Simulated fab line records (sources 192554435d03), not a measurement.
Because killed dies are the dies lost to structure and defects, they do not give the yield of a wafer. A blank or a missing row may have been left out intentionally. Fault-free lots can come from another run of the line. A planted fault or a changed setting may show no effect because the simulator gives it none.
fab line records	flow n5_finfet
[record] lots = 7	wafers = 21
route steps=1938 shown MOL_CONTACT_COAG@565 BEOL_M0_SAQP@673 BEOL_M1@770 BEOL_M2@870 BEOL_M3@959 BEOL_M4@1053
start_h: the number of hours between the record's first day and the start of the first shown wafer of the lot	wait_h: hours elapsed since this lot's preceding step	" same as the row above	L1.1+2: a single row standing in for several wafers	- value missing, or start not given	* or withheld: withheld	< > ~ a bound
route shown NAME@n: a module of which the file shows steps, and the number in the route of the first	usual: mean/standard deviation taken from wafers without a fault	same: alike in all rows	chamber/n: place in a boat	sites: each site's reading	_std_site: how widely they spread, as a standard deviation	_edge_site: mean of outer sites minus mean of inner sites	radius_mm: how far each site lies from the wafer's centre	mask NAME#n: copy n	behind: the tool/chamber that last shaped the wafer	hold: what put the lot on hold/how long, in hours/how the hold closed	device: transistor that didn't switch, given as n, p or np	end of line: at the end of the route, the tests of the same wafers	a step given without rows: its recipe and nothing more	killed: not the wafer's yield, but the dies lost to structure and defects at the first sort	map: the dies of a wafer, with x for killed, . for not killed, _ for no die there
set.NAME: the setting the step ran with; set.NAME@STEP: the setting that earlier step ran with	model.NAME: the simulator's own value behind a step, which no gauge read
lots whose settings were changed on purpose; a table a step, a row a wafer
[[steps]]
[step N5_MOL_CONTACT_COAG_COAT_76]
[recipe] resist = SiARC	temp_c = 220	time_s = 60	spin_rpm = 1500	resist_thk_nm = 10
lot.wafer	tool	chamber	start_h	wait_h	set.spin_rpm	model.SiARC_of_MOL_CONTACT_COAG_COAT_76.thk_nm
L081.2	litho_track-02	0	-	-	1500	10
L081.3+4	"	0	"	"	1448	10.2
L082.1+4	litho_track-05	0	-	-	1500	10
L082.5	"	0	"	"	1549	9.8
L083.1+4+6	litho_track-05	0	-	-	1500	10
L089.2+3	litho_track-02	0	-	-	1355	10.4
L089.6	"	0	"	"	1500	10
L092.4+6	litho_track-02	0	-	-	1445	10.2
L092.5	"	0	"	"	1500	10
L093.1	litho_track-02	0	-	-	1352	10.6
L093.3+5	"	0	"	"	1500	10
L094.2+4+6	litho_track-02	0	-	-	1500	10
[step N5_MOL_CONTACT_COAG_COAT_77]
[recipe] resist = underlayer	temp_c = 205	time_s = 60	spin_rpm = 1500	resist_thk_nm = 10
[step N5_MOL_CONTACT_COAG_COAT_78]
[recipe] resist = CAR-EUV	spin_rpm = 1500	resist_thk_nm = 40
[step N5_MOL_CONTACT_COAG_DESCUM_88]
[recipe] chemistry = O2	time_s = 7	source_power_w = 50	bias_power_w = 20	pressure_mtorr = 20	rf_frequency_hz = 2.712e+07	temp_c = 40	resist = CAR-EUV	o2_flow_sccm = 225
[step N5_MOL_CONTACT_COAG_ETCH_89]
[recipe] chemistry = N2/H2	target = underlayer	target_depth_a = 130	mask_material = CAR-EUV	time_s = 10.4	ion_energy_ev = 200	pressure_mtorr = 30	source_w = 840	bias_w = 150	n2_flow_sccm = 200	h2_flow_sccm = 200	ends = cleared
[step N5_MOL_CONTACT_COAG_ETCH_90]
[recipe] chemistry = CF4	target = SiARC	target_depth_a = 130	mask_material = CAR-EUV	time_s = 21.7	ion_energy_ev = 80	pressure_mtorr = 40	source_w = 545	bias_w = 36	Ar_flow_sccm = 100	cf4_flow_sccm = 100	ends = cleared
lot.wafer	tool	chamber	start_h	wait_h	set.spin_rpm@MOL_CONTACT_COAG_COAT_76	model.etch.depth_nm
L081.2	rie_diel-01	2	143.61	0.0	1500	9.979
L081.3	"	0	"	"	1448	10.16
L081.4	"	2	"	"	1448	10.17
L082.1	rie_diel-06	2	148.19	0.0	1500	9.986
L082.4	"	2	"	"	1500	9.995
L082.5	"	1	"	"	1549	9.834
L083.1	rie_diel-02	1	155.91	0.0	1500	10.04
L083.4	"	0	"	"	1500	10.02
L083.6	"	1	"	"	1500	10.03
L089.2	rie_diel-01	1	192.06	0.0	1355	10.48
L089.3	"	3	"	"	1355	10.5
L089.6	"	1	"	"	1500	9.992
L092.4	rie_diel-02	0	211.64	0.0	1445	10.14
L092.5	"	0	"	"	1500	9.958
L092.6	"	3	"	"	1445	10.16
L093.1	rie_diel-02	3	217.48	0.0	1352	10.56
L093.3	"	1	"	"	1500	10.01
L093.5	"	3	"	"	1500	9.977
L094.2	rie_diel-01	1	220.74	0.0	1500	9.982
L094.4	"	2	"	"	1500	10.01
L094.6	"	3	"	"	1500	9.972
[step N5_MOL_CONTACT_COAG_COAT_63]
[recipe] resist = SiARC	temp_c = 220	time_s = 60	spin_rpm = 1500	resist_thk_nm = 10
lot.wafer	tool	chamber	start_h	wait_h	set.spin_rpm	model.SiARC_of_MOL_CONTACT_COAG_COAT_63.thk_nm
L081.2+3+4	litho_track-03	0	-	-	1500	10
L082.1+5	litho_track-03	0	-	-	1403	10.4
L082.4	"	0	"	"	1500	10
L083.1+4+6	litho_track-03	0	-	-	1500	10
L089.2	litho_track-02	0	-	-	1500	10
L089.3+6	"	0	"	"	1549	9.8
L092.4+5+6	litho_track-05	0	-	-	1500	10
L093.1+5	litho_track-02	0	-	-	1500	10
L093.3	"	0	"	"	1432	10.2
L094.2	litho_track-02	0	-	-	1500	10
L094.4+6	"	0	"	"	1631	9.6
[step N5_MOL_CONTACT_COAG_COAT_64]
[recipe] resist = underlayer	temp_c = 205	time_s = 60	spin_rpm = 1500	resist_thk_nm = 10
[step N5_MOL_CONTACT_COAG_COAT_34]
[recipe] resist = CAR-EUV	spin_rpm = 1500	resist_thk_nm = 40
[step N5_MOL_CONTACT_COAG_DESCUM_45]
[recipe] chemistry = O2	time_s = 7	source_power_w = 50	bias_power_w = 20	pressure_mtorr = 20	rf_frequency_hz = 2.712e+07	temp_c = 40	resist = CAR-EUV	o2_flow_sccm = 225
[step N5_MOL_CONTACT_COAG_ETCH_65]
[recipe] chemistry = N2/H2	target = underlayer	target_depth_a = 130	mask_material = CAR-EUV	time_s = 10.4	ion_energy_ev = 200	pressure_mtorr = 30	source_w = 840	bias_w = 150	n2_flow_sccm = 200	h2_flow_sccm = 200	ends = cleared
[step N5_MOL_CONTACT_COAG_ETCH_66]
[recipe] chemistry = CF4	target = SiARC	target_depth_a = 130	mask_material = CAR-EUV	time_s = 21.7	ion_energy_ev = 80	pressure_mtorr = 40	source_w = 545	bias_w = 36	Ar_flow_sccm = 100	cf4_flow_sccm = 100	ends = cleared
lot.wafer	tool	chamber	start_h	wait_h	set.spin_rpm@MOL_CONTACT_COAG_COAT_63	model.etch.depth_nm
L081.2	rie_diel-02	0	145.07	0.0	1500	10.02
L081.3	"	1	"	"	1500	9.996
L081.4	"	0	"	"	1500	9.974
L082.1	rie_diel-06	3	149.43	0.0	1403	10.32
L082.4	"	2	"	"	1500	9.975
L082.5	"	3	"	"	1403	10.34
L083.1	rie_diel-02	1	157.25	0.0	1500	9.951
L083.4	"	1	"	"	1500	9.994
L083.6	"	0	"	"	1500	9.974
L089.2	rie_diel-06	1	193.44	0.0	1500	10.01
L089.3	"	0	"	"	1549	9.864
L089.6	"	1	"	"	1549	9.852
L092.4	rie_diel-02	1	213.02	0.0	1500	9.971
L092.5	"	2	"	"	1500	9.966
L092.6	"	3	"	"	1500	9.981
L093.1	rie_diel-02	2	219.27	0.0	1500	9.995
L093.3	"	3	"	"	1432	10.2
L093.5	"	0	"	"	1500	9.973
L094.2	rie_diel-06	1	222.05	0.0	1500	10.02
L094.4	"	3	"	"	1631	9.578
L094.6	"	2	"	"	1631	9.59
[step N5_BEOL_M0_SAQP_ETCH_107]
[recipe] chemistry = CH3F/O2	target = SiNx	target_depth_a = 300	mask_material = SOC	pressure_mtorr = 30	source_w = 395	bias_w = 73	Ar_flow_sccm = 150	CH3F_flow_sccm = 30	O2_flow_sccm = 20	ion_energy_ev = 120
[usual] rf_vpp_V = 299/5.8
lot.wafer	tool	chamber	start_h	wait_h	set.bias_w	rf_vpp_V
L081.2	rie_diel-03	2	155.17	0.0	73	299
L081.3	"	1	"	"	79.39	324
L081.4	"	3	"	"	73	309
L082.1	rie_diel-03	0	159.44	0.0	73	295
L082.4	"	2	"	"	85.97	342
L082.5	"	0	"	"	85.97	335
L083.1	rie_diel-03	1	166.67	0.0	73	303
L083.4	"	3	"	"	73	306
L083.6	"	2	"	"	73	300
L089.2	rie_diel-03	2	203.97	0.0	73	299
L089.3	"	1	"	"	73	303
L089.6	"	1	"	"	73	303
L092.4	rie_diel-04	1	224.05	0.0	73	289
L092.5	"	1	"	"	73	290
L092.6	"	2	"	"	83.69	333
L093.1	rie_diel-03	1	231.72	0.0	73	302
L093.3	"	3	"	"	73	308
L093.5	"	2	"	"	73	298
L094.2	rie_diel-03	0	232.17	0.0	69.11	283
L094.4	"	1	"	"	73	304
L094.6	"	1	"	"	69.11	289
[step N5_BEOL_M1_ETCH_64]
[recipe] chemistry = N2/H2	target = SOC	target_depth_a = 750	overetch_a = 150	mask_material = SiARC	temp_c = 40	time_s = 112.5	ion_energy_ev = 200	pressure_mtorr = 30	source_w = 840	bias_w = 150	n2_flow_sccm = 200	h2_flow_sccm = 200
[usual] rf_vpp_V = 524.0/1.9
lot.wafer	tool	chamber	start_h	wait_h	set.bias_w	rf_vpp_V
L081.2	rie_diel-03	1	168.86	0.0	150	523.6
L081.3	"	2	"	"	136.6	496.3
L081.4	"	3	"	"	136.6	496.5
L082.1	rie_diel-05	0	170.30	0.0	150	524.5
L082.4	"	2	"	"	141.6	504.8
L082.5	"	3	"	"	141.6	504.0
L083.1	rie_diel-05	0	179.90	0.0	150	526.4
L083.4	"	2	"	"	150	522.9
L083.6	"	2	"	"	150	524.9
L089.2	rie_diel-03	1	217.82	0.0	168.8	564.9
L089.3	"	2	"	"	150	526.2
L089.6	"	3	"	"	168.8	566.1
L092.4	rie_diel-03	0	234.86	0.0	161.9	548.0
L092.5	"	0	"	"	150	522.1
L092.6	"	1	"	"	161.9	549.9
L093.1	rie_diel-05	1	243.10	0.0	150	522.7
L093.3	"	0	"	"	150	524.4
L093.5	"	3	"	"	150	524.1
L094.2	rie_diel-04	2	243.37	0.0	150	520.9
L094.4	"	2	"	"	150	521.5
L094.6	"	1	"	"	150	525.6
[step N5_BEOL_M1_COAT_22]
[recipe] resist = CAR-EUV	spin_rpm = 1500	resist_thk_nm = 30
lot.wafer	tool	chamber	start_h	wait_h	set.spin_rpm	model.CAR-EUV_of_BEOL_M1_COAT_22.thk_nm
L081.2+3+4	litho_track-03	0	-	-	1500	30
L082.1	litho_track-01	0	-	-	1500	30
L082.4	"	0	"	"	1421	30.8
L082.5	"	0	"	"	1500	29.8
L083.1+4+6	litho_track-03	0	-	-	1500	30
L089.2+3	litho_track-05	0	-	-	1500	29.8
L089.6	"	0	"	"	1450	30.4
L092.4	litho_track-05	0	-	-	1500	30.2
L092.5+6	"	0	"	"	1542	29.8
L093.1+3	litho_track-03	0	-	-	1500	30
L093.5	"	0	"	"	1613	29
L094.2+6	litho_track-05	0	-	-	1500	30
L094.4	"	0	"	"	1559	29.4
[step N5_BEOL_M1_EBR_24]
[recipe] solvent = PGMEA	ebr_width_mm = 1.5
[step N5_BEOL_M1_SOFTBAKE_23]
[recipe] temp_c = 110	time_s = 60	resist = CAR-EUV
[step N5_BEOL_M1_EXPOSE_25]
[recipe] mask_id = V0	na = 0.33	source_shape = quasar	sigma_inner = 0.2	sigma_outer = 0.8	polarization = unpolarized	defocus_nm = 5	target_cd_nm = 24	dose_mj = 63
[step N5_BEOL_M1_PEB_26]
[recipe] peb_temp_c = 100	peb_time_s = 60	resist = CAR-EUV
[step N5_BEOL_M1_DEVELOP_27]
[recipe] develop_time_s = 30	developer = TMAH	resist = CAR-EUV	rinse_liquid = surfactant_rinse	dry = air_spin	dev_temp_c = 23
lot.wafer	tool	chamber	start_h	wait_h	set.spin_rpm@BEOL_M1_COAT_22	model.CAR-EUV_of_BEOL_M1_COAT_22.thk_nm
L081.2+3+4	litho_track-01	0	-	-	1500	29.6
L082.1+5	litho_track-01	0	-	-	1500	29.4
L082.4	"	0	"	"	1421	30.2
L083.1+6	litho_track-05	0	-	-	1500	29.6
L083.4	"	0	"	"	1500	29.4
L089.2+3	litho_track-05	0	-	-	1500	29.4
L089.6	"	0	"	"	1450	30
L092.4	litho_track-03	0	-	-	1500	29.6
L092.5+6	"	0	"	"	1542	29.4
L093.1+3	litho_track-03	0	-	-	1500	29.6
L093.5	"	0	"	"	1613	28.6
L094.2	litho_track-03	0	-	-	1500	29.4
L094.4	"	0	"	"	1559	29
L094.6	"	0	"	"	1500	29.6
[step N5_BEOL_M2_COAT_22]
[recipe] resist = CAR-EUV	spin_rpm = 1500	resist_thk_nm = 30
lot.wafer	tool	chamber	start_h	wait_h	set.spin_rpm	model.CAR-EUV_of_BEOL_M2_COAT_22.thk_nm
L081.2	litho_track-01	0	-	-	1500	30
L081.3	"	0	"	"	1338	31.6
L081.4	"	0	"	"	1338	31.8
L082.1+4+5	litho_track-04	0	-	-	1500	30
L083.1+4+6	litho_track-01	0	-	-	1500	30
L089.2+6	litho_track-01	0	-	-	1500	30
L089.3	"	0	"	"	1569	29.4
L092.4+5+6	litho_track-01	0	-	-	1563	29.4
L094.2+4+6	litho_track-04	0	-	-	1357	31.6
L093.1	litho_track-02	0	-	-	1500	30.2
L093.3	"	0	"	"	1564	29.4
L093.5	"	0	"	"	1500	30
[step N5_BEOL_M2_EBR_24]
[recipe] solvent = PGMEA	ebr_width_mm = 1.5
[step N5_BEOL_M2_SOFTBAKE_23]
[recipe] temp_c = 110	time_s = 60	resist = CAR-EUV
[step N5_BEOL_M2_EXPOSE_25]
[recipe] mask_id = V1	na = 0.33	source_shape = quasar	sigma_inner = 0.2	sigma_outer = 0.8	polarization = unpolarized	defocus_nm = 5	dose_mj = 63
[step N5_BEOL_M2_PEB_26]
[recipe] peb_temp_c = 100	peb_time_s = 60	resist = CAR-EUV
[step N5_BEOL_M2_DEVELOP_27]
[recipe] develop_time_s = 30	developer = TMAH	resist = CAR-EUV	rinse_liquid = surfactant_rinse	dry = air_spin	dev_temp_c = 23
lot.wafer	tool	chamber	start_h	wait_h	set.spin_rpm@BEOL_M2_COAT_22	model.CAR-EUV_of_BEOL_M2_COAT_22.thk_nm
L081.2	litho_track-04	0	-	-	1500	29.4
L081.3+4	"	0	"	"	1338	31.2
L082.1+4	litho_track-01	0	-	-	1500	29.6
L082.5	"	0	"	"	1500	29.4
L083.1+4	litho_track-01	0	-	-	1500	29.6
L083.6	"	0	"	"	1500	29.4
L089.2+6	litho_track-01	0	-	-	1500	29.6
L089.3	"	0	"	"	1569	29
L092.4+5+6	litho_track-02	0	-	-	1563	29
L094.2+4	litho_track-01	0	-	-	1357	31.2
L094.6	"	0	"	"	1357	31
L093.1+5	litho_track-01	0	-	-	1500	29.6
L093.3	"	0	"	"	1564	29
[step N5_BEOL_M2_DESCUM_33]
[recipe] chemistry = O2	time_s = 7	source_power_w = 50	bias_power_w = 20	pressure_mtorr = 20	rf_frequency_hz = 2.712e+07	temp_c = 40	resist = CAR-EUV	o2_flow_sccm = 225
[step N5_BEOL_M2_ETCH_77]
[recipe] chemistry = N2/H2	target = underlayer	target_depth_a = 65	mask_material = CAR-EUV	time_s = 5.2	ion_energy_ev = 200	pressure_mtorr = 30	source_w = 840	bias_w = 150	n2_flow_sccm = 200	h2_flow_sccm = 200	ends = cleared
lot.wafer	tool	chamber	start_h	wait_h	set.spin_rpm@BEOL_M2_COAT_22	model.CAR-EUV_of_BEOL_M2_COAT_22.thk_nm
L081.2	rie_diel-01	0	182.02	0.0	1500	20.4
L081.3+4	"	3,1	"	"	1338	22
L082.1+4	rie_diel-02	3,0	183.11	0.0	1500	20.4
L082.5	"	3	"	"	1500	20.2
L083.1+6	rie_diel-02	2	193.39	0.0	1500	20.2
L083.4	"	1	"	"	1500	20.4
L089.2+6	rie_diel-06	0,3	226.07	0.0	1500	20.2
L089.3	"	1	"	"	1569	19.8
L092.4+5+6	rie_diel-06	1,2,1	248.58	0.0	1563	19.8
L094.2+4	rie_diel-06	0,3	262.90	0.0	1357	21.8
L094.6	"	1	"	"	1357	22
L093.1+5	rie_diel-01	2,0	270.39	0.0	1500	20.4
L093.3	"	0	"	"	1564	19.8
[step N5_BEOL_M3_COAT_76]
[recipe] resist = underlayer	temp_c = 205	time_s = 60	spin_rpm = 1500	resist_thk_nm = 5
lot.wafer	tool	chamber	start_h	wait_h	set.spin_rpm
L081.2+3+4	litho_track-05	0	-	-	1602
L082.1+4	litho_track-05	0	-	-	1341
L082.5	"	0	"	"	1500
L083.1+4+6	litho_track-05	0	-	-	1500
L089.2+3+6	litho_track-02	0	-	-	1500
L092.4+6	litho_track-05	0	-	-	1590
L092.5	"	0	"	"	1500
L094.2+4	litho_track-03	0	-	-	1441
L094.6	"	0	"	"	1500
L093.1+3+5	litho_track-03	0	-	-	1500
[step N5_BEOL_M3_COAT_22]
[recipe] resist = CAR-EUV	spin_rpm = 1500	resist_thk_nm = 30
lot.wafer	tool	chamber	start_h	wait_h	set.spin_rpm	model.CAR-EUV_of_BEOL_M3_COAT_22.thk_nm
L081.2	litho_track-05	0	-	-	1500	30
L081.3+4	"	0	"	"	1500	29.8
L082.1	litho_track-05	0	-	-	1500	30
L082.4	"	0	"	"	1500	29.8
L082.5	"	0	"	"	1361	31.4
L083.1+4+6	litho_track-05	0	-	-	1500	29.8
L089.2+3	litho_track-02	0	-	-	1500	30
L089.6	"	0	"	"	1378	31.4
L092.4+6	litho_track-05	0	-	-	1500	29.8
L092.5	"	0	"	"	1500	30
L094.2	litho_track-03	0	-	-	1500	30
L094.4	"	0	"	"	1457	30.2
L094.6	"	0	"	"	1500	29.8
L093.1	litho_track-03	0	-	-	1623	29
L093.3	"	0	"	"	1500	30
L093.5	"	0	"	"	1500	30.2
[step N5_BEOL_M3_EBR_24]
[recipe] solvent = PGMEA	ebr_width_mm = 1.5
[step N5_BEOL_M3_SOFTBAKE_23]
[recipe] temp_c = 110	time_s = 60	resist = CAR-EUV
[step N5_BEOL_M3_EXPOSE_25]
[recipe] mask_id = V2	na = 0.33	source_shape = quasar	sigma_inner = 0.2	sigma_outer = 0.8	polarization = unpolarized	defocus_nm = 5	dose_mj = 63
[step N5_BEOL_M3_PEB_26]
[recipe] peb_temp_c = 100	peb_time_s = 60	resist = CAR-EUV
[step N5_BEOL_M3_DEVELOP_27]
[recipe] develop_time_s = 30	developer = TMAH	resist = CAR-EUV	rinse_liquid = surfactant_rinse	dry = air_spin	dev_temp_c = 23
lot.wafer	tool	chamber	start_h	wait_h	set.spin_rpm@BEOL_M3_COAT_22	model.CAR-EUV_of_BEOL_M3_COAT_22.thk_nm
L081.2	litho_track-05	0	-	-	1500	29.6
L081.3+4	"	0	"	"	1500	29.4
L082.1+4	litho_track-05	0	-	-	1500	29.4
L082.5	"	0	"	"	1361	31
L083.1+4+6	litho_track-05	0	-	-	1500	29.4
L089.2+3	litho_track-03	0	-	-	1500	29.6
L089.6	"	0	"	"	1378	31
L092.4+5+6	litho_track-03	0	-	-	1500	29.4
L094.2+6	litho_track-02	0	-	-	1500	29.4
L094.4	"	0	"	"	1457	29.8
L093.1	litho_track-03	0	-	-	1623	28.6
L093.3	"	0	"	"	1500	29.6
L093.5	"	0	"	"	1500	29.8
[step N5_BEOL_M3_DESCUM_33]
[recipe] chemistry = O2	time_s = 7	source_power_w = 50	bias_power_w = 20	pressure_mtorr = 20	rf_frequency_hz = 2.712e+07	temp_c = 40	resist = CAR-EUV	o2_flow_sccm = 225
[step N5_BEOL_M3_ETCH_77]
[recipe] chemistry = N2/H2	target = underlayer	target_depth_a = 65	mask_material = CAR-EUV	time_s = 5.2	ion_energy_ev = 200	pressure_mtorr = 30	source_w = 840	bias_w = 150	n2_flow_sccm = 200	h2_flow_sccm = 200	ends = cleared
lot.wafer	tool	chamber	start_h	wait_h	set.spin_rpm@BEOL_M3_COAT_76	model.etch.depth_nm
L081.2	rie_diel-05	3	197.61	0.0	1602	4.83
L081.3	"	1	"	"	1602	4.835
L081.4	"	0	"	"	1602	4.814
L082.1	rie_diel-03	3	198.02	0.0	1341	5.277
L082.4	"	3	"	"	1341	5.272
L082.5	"	1	"	"	1500	5.002
L083.1	rie_diel-03	1	204.71	0.0	1500	4.987
L083.4+6	"	0,2	"	"	1500	4.982
L089.2	rie_diel-05	3	241.39	0.0	1500	5.025
L089.3	"	2	"	"	1500	5.018
L089.6	"	0	"	"	1500	5.013
L092.4	rie_diel-03	1	258.67	0.0	1590	4.848
L092.5	"	1	"	"	1500	5.007
L092.6	"	0	"	"	1590	4.854
L094.2	rie_diel-05	3	277.58	0.0	1441	5.123
L094.4	"	0	"	"	1441	5.12
L094.6	"	1	"	"	1500	5.01
L093.1	rie_diel-03	1	283.91	0.0	1500	4.989
L093.3	"	0	"	"	1500	4.996
L093.5	"	0	"	"	1500	4.98
[step N5_BEOL_M4_EXPOSE_25]
[recipe] mask_id = V3	na = 0.33	source_shape = quasar	sigma_inner = 0.2	sigma_outer = 0.8	polarization = unpolarized	defocus_nm = 5	dose_mj = 63
lot.wafer	tool	chamber	start_h	wait_h	mask	set.dose_mj
L081.2+3	euv_scanner-01	0	205.57	-	V3#0	63
L081.4	"	0	"	"	V3#0	65.11
L082.1+4+5	euv_scanner-02	0	208.29	-	V3#0	58.35
L083.1+4+6	euv_scanner-01	0	218.99	-	V3#0	63
L089.2+6	euv_scanner-01	0	255.81	-	V3#0	63
L089.3	"	0	"	"	V3#0	64.44
L092.4+5	euv_scanner-02	0	273.87	-	V3#0	63
L092.6	"	0	"	"	V3#0	64.37
L094.2+4+6	euv_scanner-01	0	295.51	-	V3#0	65.97
L093.1+3	euv_scanner-02	0	302.85	-	V3#0	63
L093.5	"	0	"	"	V3#0	59.38
[step N5_BEOL_M4_PEB_26]
[recipe] peb_temp_c = 100	peb_time_s = 60	resist = CAR-EUV
[step N5_BEOL_M4_DEVELOP_27]
[recipe] develop_time_s = 30	developer = TMAH	resist = CAR-EUV	rinse_liquid = surfactant_rinse	dry = air_spin	dev_temp_c = 23
[step N5_BEOL_M4_CD_MEAS_28]
[recipe] target_cd_nm = 26.2	landing_energy_ev = 500	detector = se_inlens	target_cd_y_nm = 24.1	polarity = opening
[usual] cd_nm = 26.14/0.26
lot.wafer	tool	chamber	start_h	wait_h	set.dose_mj@BEOL_M4_EXPOSE_25	cd_nm
L081.2	cd_sem-03	0	205.71	-	63	26.22
L081.3	"	0	"	"	63	25.97
L081.4	"	0	"	"	65.11	26.84
L082.1	cd_sem-03	0	208.44	-	58.35	24.72
L082.4	"	0	"	"	58.35	24.92
L082.5	"	0	"	"	58.35	24.85
L083.1	cd_sem-01	0	219.14	-	63	26.58
L083.4	"	0	"	"	63	26.15
L083.6	"	0	"	"	63	26.64
L089.2	cd_sem-02	0	255.95	-	63	25.93
L089.3	"	0	"	"	64.44	26.67
L089.6	"	0	"	"	63	26.33
L092.4	cd_sem-03	0	273.99	-	63	26.22
L092.5	"	0	"	"	63	25.87
L092.6	"	0	"	"	64.37	26.36
L094.2	cd_sem-02	0	295.64	-	65.97	26.49
L094.4	"	0	"	"	65.97	26.76
L094.6	"	0	"	"	65.97	26.93
L093.1	cd_sem-03	0	303.00	-	63	26.33
L093.3	"	0	"	"	63	26.32
L093.5	"	0	"	"	59.38	24.64
[[key]]
[split] step = N5_MOL_CONTACT_COAG_COAT_76	setting = spin_rpm	stated = 1500	by = wafer
[response] step = N5_MOL_CONTACT_COAG_COAT_76	reading = model.SiARC_of_MOL_CONTACT_COAG_COAT_76.thk_nm	change = -0.0523	per = 1%	r = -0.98
[response] step = N5_MOL_CONTACT_COAG_ETCH_90	reading = model.etch.depth_nm	change = -0.0541	per = 1%	r = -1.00
[split] step = N5_MOL_CONTACT_COAG_COAT_63	setting = spin_rpm	stated = 1500	by = wafer
[response] step = N5_MOL_CONTACT_COAG_COAT_63	reading = model.SiARC_of_MOL_CONTACT_COAG_COAT_63.thk_nm	change = -0.0512	per = 1%	r = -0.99
[response] step = N5_MOL_CONTACT_COAG_ETCH_66	reading = model.etch.depth_nm	change = -0.0506	per = 1%	r = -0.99
[split] step = N5_BEOL_M0_SAQP_ETCH_107	setting = bias_w	stated = 73	by = wafer
[response] step = N5_BEOL_M0_SAQP_ETCH_107	reading = rf_vpp_V	change = +2.61	per = 1%	r = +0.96
[split] step = N5_BEOL_M1_ETCH_64	setting = bias_w	stated = 150	by = wafer
[response] step = N5_BEOL_M1_ETCH_64	reading = rf_vpp_V	change = +3.2	per = 1%	r = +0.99
[split] step = N5_BEOL_M1_COAT_22	setting = spin_rpm	stated = 1500	by = wafer
[response] step = N5_BEOL_M1_COAT_22	reading = model.CAR-EUV_of_BEOL_M1_COAT_22.thk_nm	change = -0.149	per = 1%	r = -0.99
[response] step = N5_BEOL_M1_DEVELOP_27	reading = model.CAR-EUV_of_BEOL_M1_COAT_22.thk_nm	change = -0.137	per = 1%	r = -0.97
[split] step = N5_BEOL_M2_COAT_22	setting = spin_rpm	stated = 1500	by = wafer
[response] step = N5_BEOL_M2_COAT_22	reading = model.CAR-EUV_of_BEOL_M2_COAT_22.thk_nm	change = -0.155	per = 1%	r = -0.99
[response] step = N5_BEOL_M2_DEVELOP_27	reading = model.CAR-EUV_of_BEOL_M2_COAT_22.thk_nm	change = -0.159	per = 1%	r = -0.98
[response] step = N5_BEOL_M2_ETCH_77	reading = model.CAR-EUV_of_BEOL_M2_COAT_22.thk_nm	change = -0.139	per = 1%	r = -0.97
[split] step = N5_BEOL_M3_COAT_76	setting = spin_rpm	stated = 1500	by = wafer
[response] step = N5_BEOL_M3_ETCH_77	reading = model.etch.depth_nm	change = -0.0261	per = 1%	r = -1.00
[split] step = N5_BEOL_M3_COAT_22	setting = spin_rpm	stated = 1500	by = wafer
[response] step = N5_BEOL_M3_COAT_22	reading = model.CAR-EUV_of_BEOL_M3_COAT_22.thk_nm	change = -0.155	per = 1%	r = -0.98
[response] step = N5_BEOL_M3_DEVELOP_27	reading = model.CAR-EUV_of_BEOL_M3_COAT_22.thk_nm	change = -0.16	per = 1%	r = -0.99
[split] step = N5_BEOL_M4_EXPOSE_25	setting = dose_mj	stated = 63	by = wafer
[response] step = N5_BEOL_M4_CD_MEAS_28	reading = cd_nm	change = +0.26	per = 1%	r = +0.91
